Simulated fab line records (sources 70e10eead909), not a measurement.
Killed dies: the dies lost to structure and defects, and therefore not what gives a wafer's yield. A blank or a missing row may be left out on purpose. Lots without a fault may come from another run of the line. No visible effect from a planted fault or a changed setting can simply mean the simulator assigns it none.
2 desks looking at one fault | flow nand_harc | each desk holds nothing but its own numbers, with what lay behind them at the end

== FROM THE METROLOGY DESK ==
What the gauges read, lot by lot, whatever tool the lot ran on: means of the sampled wafers that have a number. A lot is out of limits, marked OUT, if its mean lies more than 4 standard deviations from the usual mean; the brackets give that distance.
Columns: A = cd_nm at NHARC_A_M0_CD_MEAS_09, usual 80.1 nm
lot  | first seen here | A
L536 | day 23 22:48    | 80.1
L540 | day 25 20:26    | 79.7
L539 | day 25 22:48    | 80.1
L548 | day 29 01:43    | 72.7 (-11) OUT
L549 | day 29 05:40    | 73.5 (-9.7) OUT
L551 | day 30 19:48    | 79.8
L552 | day 31 05:18    | 78.9
L553 | day 31 12:25    | 80.1
L556 | day 31 23:06    | 80.5
L555 | day 32 02:44    | 79.7
Finding of this desk: L548, L549 out of limits; the first was L548 at day 29 01:43, on cd_nm at NHARC_A_M0_CD_MEAS_09. L536, L540, L539, L551, L552, L553, L556, L555 stayed within limits.

== TOOL OWNER'S DESK, arfi_scanner-02 ==
The tool's own readings at NHARC_A_M0_EXPOSE_06 (exposes mask A M0, target cd 80 nm): means of the sampled wafers that have a number, for each lot that ran on this tool. A lot is out of limits, marked OUT, if its mean lies more than 4 standard deviations from the usual mean; the brackets give that distance.
Columns: A = exposure_dose_mJ_cm2 at NHARC_A_M0_EXPOSE_06, usual 83.26
lot  | first seen here | A
L536 | day 23 22:40    | 83.28
L540 | day 25 20:18    | 83.30
L539 | day 25 22:40    | 83.25
L548 | day 29 01:34    | 74.50 (-99 or more) OUT
L549 | day 29 05:31    | 76.27 (-90) OUT
Finding of this desk: L548, L549 out of limits; the first was L548 at day 29 01:34, on exposure_dose_mJ_cm2 at NHARC_A_M0_EXPOSE_06. L536, L540, L539 stayed within limits.

== ALL TOGETHER ==
The tool owner's desk had the chance to raise an alarm at day 29 01:34 on L548, L549.
An alarm was possible from the metrology desk at day 29 01:43, on L548, L549.
All the named lots went through NHARC_A_M0_EXPOSE_06 on arfi_scanner-02.

== WHAT THE SIMULATOR HAD PUT IN ==
Process parameters drifting: arfi_scanner-02 at NHARC_A_M0_EXPOSE_06, beginning at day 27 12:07. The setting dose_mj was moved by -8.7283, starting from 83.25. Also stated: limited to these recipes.
Shown lots that were struck: L548, L549.
Delay (hours) between the fault's onset and each desk's first out-of-limits reading: 37 at the tool owner's desk, 38 at the metrology desk.
